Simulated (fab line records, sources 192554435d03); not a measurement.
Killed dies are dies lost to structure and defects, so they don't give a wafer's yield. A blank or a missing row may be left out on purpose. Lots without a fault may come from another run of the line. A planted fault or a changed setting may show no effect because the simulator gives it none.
Which tool did it? | flow n5_finfet | 12 lots, 36 wafers sampled, at 1 step of a route of 1938

WHAT THE GAUGES READ, wafer by wafer
N5_BEOL_M3_CD_MEAS_11: target cd 17.05 nm.
lot  | measured     | on        | cd_nm (nm)
L075 | day 7 06:48  | cd_sem-03 | 16.87 16.60 17.03
L077 | day 7 13:51  | cd_sem-01 | 16.75 16.96 16.73
L079 | day 8 02:28  | cd_sem-03 | 17.50 16.92 16.89
L081 | day 8 17:39  | cd_sem-01 | 16.90 17.28 17.09
L082 | day 9 00:30  | cd_sem-02 | 16.97 17.19 17.01
L085 | day 10 01:51 | cd_sem-01 | 17.33 16.54 17.06
L087 | day 10 02:14 | cd_sem-01 | 17.28 16.70 16.90
L089 | day 10 16:14 | cd_sem-01 | 16.89 16.88 16.96
L092 | day 11 06:04 | cd_sem-02 | 16.80 16.91 17.32
L093 | day 11 21:13 | cd_sem-01 | 17.14 16.96 17.30
L094 | day 12 07:14 | cd_sem-02 | 17.37 16.93 17.42
L097 | day 12 13:31 | cd_sem-01 | 16.94 17.01 17.13

WHICH TOOL RAN EACH LOT (tool, then ch and the chambers of the sampled wafers, then the start)
The record holds no process step before these readings.

THE ANSWER, worked out from the rows above alone
Rule: what is usual is taken from the lots themselves. Put in order of their means at a reading, lots are off if they are a third of the lots or fewer, leave a main group of 4 or more, and stand apart from it by a gap of 3 or more times the standard deviation of the main group's means; of several such gaps the widest counts. A main group whose means are all the same, to the digits that the tables above print for the reading, isn't used. A lot without any number at a reading at which 4 lots or more have one is off too. The other lots that the step has rows for count as sound.
No lot is off at any reading shown: from this, nothing can be told.

WHAT THE SIMULATOR HAD PUT IN
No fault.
